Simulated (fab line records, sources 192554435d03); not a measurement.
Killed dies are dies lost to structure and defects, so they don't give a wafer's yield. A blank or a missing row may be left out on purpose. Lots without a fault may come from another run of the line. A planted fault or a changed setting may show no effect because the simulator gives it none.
Split-lot experiment | flow n5_finfet | 7 lots, 21 wafers read, on a route of 1938 steps

THE SPLIT
At N5_BEOL_M8_DESCUM_16 (chemistry O2, time 7.9 s), the setting time_s was moved away from the recipe's 7.9 s on 6 of the 21 wafers read, by -13.3% to +15.2%. The other wafers ran this setting at the recipe's value.

The file shows no step between the split and the reading.

THE READING
CAR-ArF_of_BEOL_M8_COAT_05.thk_nm (the simulator's own value, which no gauge read), in nm, at N5_BEOL_M8_ETCH_61 (etches SiARC in CF4, target depth 45.5 nm, time 75.8 s). The file gives no usual value for it. The 15 wafers here that ran the recipe average 50.8 nm, standard deviation 0.26 nm.

wafer  | tool, chamber at the split | time_s as run, s | against the recipe | CAR-ArF_of_BEOL_M8_COAT_05.thk_nm, nm | against lot-mates on the recipe
L081.2 | rie_diel-03, 1             | 7.9              | recipe             | 50.4                                  | -
L081.4 | rie_diel-03, 3             | 9.097            | +15.2%             | 49.4                                  | -1.1
L081.6 | rie_diel-03, 1             | 7.9              | recipe             | 50.6                                  | -
L082.4 | rie_diel-02, 0             | 7.9              | recipe             | 50.8                                  | -
L082.5 | rie_diel-02, 3             | 6.963            | -11.9%             | 51.4                                  | +0.5
L082.6 | rie_diel-02, 0             | 7.9              | recipe             | 51                                    | -
L085.2 | rie_diel-02, 2,1           | 7.9              | recipe             | 50.8                                  | -
L085.3 | rie_diel-02, 0             | 7.9              | recipe             | 50.8                                  | -
L085.4 | rie_diel-02, 2,1           | 7.9              | recipe             | 51                                    | -
L086.1 | rie_diel-03, 1,0,2         | 7.9              | recipe             | 50.8                                  | -
L086.3 | rie_diel-03, 1,0,2         | 7.9              | recipe             | 50.8                                  | -
L086.5 | rie_diel-03, 1,0,2         | 7.9              | recipe             | 50.8                                  | -
L089.4 | rie_diel-06, 2,1,0         | 7.9              | recipe             | 51.2                                  | -
L089.6 | rie_diel-06, 2,1,0         | 7.9              | recipe             | 51.2                                  | -
L089.5 | rie_diel-06, 2,1,0         | 7.9              | recipe             | 51                                    | -
L090.2 | rie_diel-02, 3             | 8.384            | +6.1%              | 50.8                                  | -0.2
L090.3 | rie_diel-02, 2             | 8.384            | +6.1%              | 50.6                                  | -0.4
L090.4 | rie_diel-02, 0             | 7.9              | recipe             | 51                                    | -
L097.4 | rie_diel-02, 2             | 6.848            | -13.3%             | 51                                    | +0.8
L097.5 | rie_diel-02, 2             | 6.848            | -13.3%             | 51                                    | +0.8
L097.6 | rie_diel-02, 1             | 7.9              | recipe             | 50.2                                  | -
Where a row lists several chambers, the file gives one row for several wafers and doesn't say which wafer went through which chamber.

THE FIT
A straight line over all 21 wafers: CAR-ArF_of_BEOL_M8_COAT_05.thk_nm changes by -0.0441 nm for each +1% of time_s; r = -0.67; the points scatter about the line by 0.32 nm.
The same after taking each lot's own level away (the mean of its wafers on the recipe; 21 wafers): -0.0596 nm for each +1%; r = -0.97; scatter 0.1 nm.
On that fit, the largest move of time_s shifts the reading by 0.9 nm.
The lots' own levels span 50.20 to 51.13 nm, that is 3.6 times the standard deviation above.
So the lot-to-lot level blurs the effect unless lot-mates are compared.
Check: with one of the wafers moved furthest among these (+15.2%) left out of the fit, the line predicts -0.814 nm for it against its lot-mates. It came out at -1.1 nm against them.

OTHER SPLITS ON THESE WAFERS
These wafers also went through other splits before the reading. Each is held against what the fit with the lots' levels taken away leaves over:
other split on the same wafers     | wafers away from the commonest value | r with CAR-ArF_of_BEOL_M8_COAT_05.thk_nm (lot level and that fit taken away)
N5_BEOL_M7_TRENCH_ETCH_37 source_w | 5                                    | +0.49
N5_BEOL_M8_COAT_59 spin_rpm        | 7                                    | +0.40

THE WHOLE CHAIN: every reading that the file lists as answering this split, in the file's order
step                 | what it does                                           | reading                                                                            | change (the file's fit)                | r (the file's)
N5_BEOL_M8_DESCUM_16 | chemistry O2, time 7.9 s                               | CAR-ArF_of_BEOL_M8_COAT_05.thk_nm (the simulator's own value, which no gauge read) | -0.0548 nm for each +1% of the setting | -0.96
N5_BEOL_M8_ETCH_61   | etches SiARC in CF4, target depth 45.5 nm, time 75.8 s | CAR-ArF_of_BEOL_M8_COAT_05.thk_nm (the simulator's own value, which no gauge read) | -0.06 nm for each +1% of the setting   | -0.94

THE FILE'S OWN FIT
CAR-ArF_of_BEOL_M8_COAT_05.thk_nm changes by -0.06 nm for each +1% of time_s, r = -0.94.
